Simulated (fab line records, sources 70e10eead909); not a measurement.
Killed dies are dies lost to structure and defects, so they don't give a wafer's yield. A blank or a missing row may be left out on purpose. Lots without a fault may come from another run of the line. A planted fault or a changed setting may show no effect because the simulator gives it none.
Chamber matching | flow nand_harc | NHARC_A_STAIRCASE_CMP_152 on cmp-01: 4 sister chambers
The step polishes. 4 wafers are shown with their chamber, then 11 later ones without.

WAFERS WITH THEIR CHAMBER
wafer  | chamber | motor_current_A (A)
L093.6 | 2       | 13.2
L092.2 | 3       | 12.6
L092.5 | 0       | 11.4
L095.3 | 1       | 12.3

WAFERS WITHOUT THEIR CHAMBER
wafer  | motor_current_A (A)
L095.4 | 13.4
L095.6 | 12.8
L095.1 | 11.6
L095.2 | 13.3
L095.5 | 14.2
L096.1 | 11.8
L096.3 | 13.6
L096.5 | 13.1
L097.2 | 12.8
L097.3 | 14.0
L097.6 | 12.4

WHICH CHAMBER EACH WENT THROUGH
wafer  | from the rows above          | in truth
L095.4 | can't be placed: 2 or 3      | 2
L095.6 | can't be placed: 3 or 2 or 1 | 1
L095.1 | can't be placed: 0 or 1 or 3 | 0
L095.2 | can't be placed: 2 or 3      | 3
L095.5 | can't be placed: 2 or 3      | 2
L096.1 | can't be placed: 0 or 1 or 3 | 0
L096.3 | can't be placed: 2 or 3      | 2
L096.5 | can't be placed: 2 or 3 or 1 | 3
L097.2 | can't be placed: 3 or 2 or 1 | 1
L097.3 | can't be placed: 2 or 3      | 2
L097.6 | can't be placed: 1 or 3 or 2 | 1
Placed correctly: 0 of 11. Can't be placed from these rows: 11 (the true chamber is among the candidates in 11). Placed wrongly: 0.
How it was worked out, from the rows above alone: a wafer's distance from a chamber is the root of the sum, over the readings, of the square of ((its reading less the chamber's mean) divided by the reading's scatter). The wafer belongs to the nearest chamber; if the next one is less than 2 further off, it can't be placed. A chamber's mean is the mean of its shown wafers. The scatter: with one shown wafer a chamber, the root of the mean of the squares of how far each hidden wafer lies from its nearest shown one.
